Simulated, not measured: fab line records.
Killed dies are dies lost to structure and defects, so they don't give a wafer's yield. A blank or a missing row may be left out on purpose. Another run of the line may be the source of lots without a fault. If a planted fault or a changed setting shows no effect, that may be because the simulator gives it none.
Matching of chambers | flow n5-finfet | uv-cure-02 running N5_BEOL_M6_CURE_75: 3 sister chambers
The step cures SiCOH lowk, time 120 s. 6 wafers are shown with their chamber, then 10 later ones without.

== WAFERS WITH THEIR CHAMBER ==
wafer  | chamber | lamp-power-pct (%) | wafer_temp_C_max
L084.4 | 0       | 52.36              | 371.4
L084.6 | 0       | 52.40              | 372.1
L085.5 | 2       | 52.35              | 371.2
L085.6 | 2       | 52.29              | 371.9
L088.2 | 1       | 52.24              | 372.2
L088.3 | 1       | 52.30              | 371.9

== WAFERS WITH NO CHAMBER GIVEN ==
wafer  | lamp-power-pct (%) | wafer_temp_C_max
L088.5 | 52.40              | 373.6
L093.2 | 52.37              | 371.9
L093.4 | 52.37              | 371.4
L093.6 | 52.21              | 371.4
L094.2 | 52.30              | 372.3
L094.5 | 52.20              | 372.7
L094.6 | 52.36              | 371.5
L095.2 | 52.35              | 371.9
L095.5 | 52.26              | 371.9
L095.6 | 52.35              | 371.6

== CHAMBER TAKEN BY EACH ==
wafer  | from the rows above          | in truth
L088.5 | can't be placed: 0 or 1 or 2 | 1
L093.2 | can't be placed: 0 or 2      | 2
L093.4 | can't be placed: 0 or 2      | 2
L093.6 | can't be placed: 1 or 2      | 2
L094.2 | can't be placed: 1 or 2 or 0 | 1
L094.5 | can't be placed: 1 or 2      | 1
L094.6 | can't be placed: 0 or 2 or 1 | 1
L095.2 | can't be placed: 0 or 2 or 1 | 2
L095.5 | can't be placed: 1 or 2      | 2
L095.6 | can't be placed: 2 or 0 or 1 | 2
Correct placement for 0 of the 10. Not placeable from these rows: 10 (in 10, the candidates include the true chamber). Wrongly placed: 0.
How it was worked out, from the rows above alone: a wafer's distance from a chamber is the root of the sum, over the readings, of the square of ((its reading less the chamber's mean) divided by the reading's scatter). The wafer belongs to the nearest chamber; if the next one is less than 2 further off, it can't be placed. A chamber's mean is the mean of its shown wafers. The scatter: take each reading less its chamber's mean, square it, sum over the shown wafers, divide by the number of wafers less the number of chambers, and take the root.
